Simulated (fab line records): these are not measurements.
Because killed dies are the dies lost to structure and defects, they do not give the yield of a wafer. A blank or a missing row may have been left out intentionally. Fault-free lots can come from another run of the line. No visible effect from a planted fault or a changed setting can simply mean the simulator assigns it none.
A struck lot beside a sound one || flow n5 finfet || 20 out of 1938 route steps
Sound: these wafers, L241.3, L241.4, L241.6. Struck: wafers L246.4, L246.6. (L246.5 of the same lot was not struck and is left out.) The cause comes at the end.
Per side, at each step with rows, come the tool, then ch with its chambers, and then its first start. Under that, the readings that differ: sound wafers || struck wafers || difference of the means || sigmas: that difference in standard deviations of wafers without a fault.
alike: readings whose means differ by less than 2 such deviations, and words and numbers that are the same on both sides. not compared: withheld readings, readings that some wafer has no value for, bounds like >300 that may hide the same value, and numbers for which the record gives no deviation and whose values overlap.
The two part at a step that has a row with sigmas, a row that says differs or no value, or rows on one side only. When numbers do not overlap yet have no deviation, they are printed without sigmas and do not part them. A reading that every wafer of one side lacks parts them only if that side has two wafers or more.

first, 6 steps without rows for these wafers: N5_BEOL_M0_SAQP_COAT_34 (resist thk 30 nm); N5_BEOL_M0_SAQP_EBR_36; N5_BEOL_M0_SAQP_SOFTBAKE_35 (time 60 s); N5_BEOL_M0_SAQP_EXPOSE_37 (exposes mask M0 CUT1, target cd 30 nm); N5_BEOL_M0_SAQP_PEB_38 (peb time 60 s); N5_BEOL_M0_SAQP_DEVELOP_39 (develop time 30 s).
N5_BEOL_M0_SAQP_CD_MEAS_40 targets a cd of 30 nm.
  sound on cd sem-03 ch 0, day 8 09:33; struck on cd sem-02 ch 0, day 9 16:07
  alike: cd nm
N5_BEOL_M0_SAQP_OVL_MEAS_41:
  sound on overlay-01 ch 0, day 8 09:35; struck on overlay-01 ch 0, day 9 16:09
  alike: M0_CUT1_OVL
N5_BEOL_M0_SAQP_INSPECT_42: inspects for defects (brightfield).
  sound on defect inspect-01, day 8 09:38; struck on defect inspect-02, day 9 16:12
  alike: raw defect count
N5_BEOL_M0_SAQP_DESCUM_45: chemistry O2, time 7 s.
  sound on rie diel-02 ch 0,2,3, day 8 09:40; struck on rie diel-05 ch 1,2, day 9 16:14
  alike: drypump motor current A, oes product au, rf vpp V, showerhead plenum p Torr, throttle valve pct
  not compared: rf hours counter h
N5_BEOL_M0_SAQP_ETCH_88: etches underlayer in N2/H2, target depth 6.5 nm, time 5.2 s.
  sound on rie diel-02 ch 0,2,3, day 8 09:43; struck on rie diel-05 ch 1,2, day 9 16:16
  alike: drypump motor current A, etch rf on time s, oes product au, rf vpp V, showerhead plenum p Torr, throttle valve pct
  not compared: rf hours counter h
N5_BEOL_M0_SAQP_ETCH_73: etches SiARC in CF4, target depth 19.5 nm, time 32.5 s.
  sound on rie diel-02 ch 0,2,3, day 8 09:44; struck on rie diel-05 ch 1,2, day 9 16:17
  alike: drypump motor current A, etch rf on time s, oes product au, rf vpp V, showerhead plenum p Torr, throttle valve pct
  not compared: rf hours counter h
N5_BEOL_M0_SAQP_CUT_ETCH_46: etches SOC in N2/H2, target depth 135 nm, overetch 27 nm, time 202.5 s.
  sound on rie diel-02 ch 0,2,3, day 8 09:46; struck on rie diel-05 ch 1,2, day 9 16:19
{"reading": "model.SiARC_of_BEOL_M0_SAQP_COAT_72.thk nm (nm)", "sound": "4.6 4.8 5.2", "struck": "8.8 9", "difference": "+4.0", "sigmas": ""}
{"reading": "model.BEOL_M0_SAQP.cd nm (nm)", "sound": "29.8 29.4 29.4", "struck": "29 28.8", "difference": -1, "sigmas": ""}
  alike: drypump motor current A, rf vpp V, showerhead plenum p Torr, throttle valve pct
  not compared: rf hours counter h
then, 2 steps without rows for these wafers: N5_BEOL_M0_SAQP_STRIP_74 (strips in N2/H2); N5_BEOL_M0_SAQP_STRIP_89 (strips in N2/H2).
N5_BEOL_M0_SAQP_ALD_48: deposits SiO2, target thk 20 nm, pulse time 1 s, co reactant pulse time 1 s.
  sound on ald sin-02 ch 0,2,3, day 8 10:56; struck on ald sin-01 ch 0,2, day 9 16:33
{"reading": "precursor pulse height rel", "sound": "1.034 1.009 1.000", "struck": "0.989 0.964", "difference": -0.038, "sigmas": -2}
  alike: heater power outer w, heater power w
N5_BEOL_M0_SAQP_ETCH_49: etches SiO2 in CF4/O2, target depth 37 nm.
  sound on rie diel-02 ch 1,3, day 8 11:29; struck on rie diel-02 ch 1, day 9 17:04
{"reading": "model.BEOL_M0_SAQP.cd nm (nm)", "sound": "30 29.4 29.4", "struck": "29 28.8", "difference": -1, "sigmas": ""}
  alike: drypump motor current A, oes product au, rf vpp V, showerhead plenum p Torr, throttle valve pct
  not compared: rf hours counter h
N5_BEOL_M0_SAQP_STRIP_75: strips in CF4.
  sound on rie diel-02 ch 1,3, day 8 11:35; struck on rie diel-02 ch 1, day 9 17:10
  alike: drypump motor current A, oes product au, rf vpp V, showerhead plenum p Torr, throttle valve pct
  not compared: rf hours counter h
-- record jumps: 2 days separate the struck wafers' starts on either side; left off in module BEOL_M0_SAQP, taken up again in module BEOL_M4, whose first shown step is the route's number 1111 --
N5_BEOL_M4_RC_MEAS_101:
  sound on prober-01 ch 0, day 10 20:33; struck on prober-02 ch 0, day 12 04:21
  alike: DIBL_N, DIBL_P, IOFF_N, IOFF_P, ION_N, ION_P, SS_N, SS_P, VT_N, VT_P
following that, these wafers have no rows for 1 step: N5_PASSIVATION_PROBE_49.

WHERE THEY PART
Only at N5_BEOL_M0_SAQP_ALD_48, as far as this record shows. Later steps at which nothing parts them and some readings are alike: N5_BEOL_M0_SAQP_ETCH_49, N5_BEOL_M0_SAQP_STRIP_75, N5_BEOL_M4_RC_MEAS_101.

WHY: whatever the simulator had introduced
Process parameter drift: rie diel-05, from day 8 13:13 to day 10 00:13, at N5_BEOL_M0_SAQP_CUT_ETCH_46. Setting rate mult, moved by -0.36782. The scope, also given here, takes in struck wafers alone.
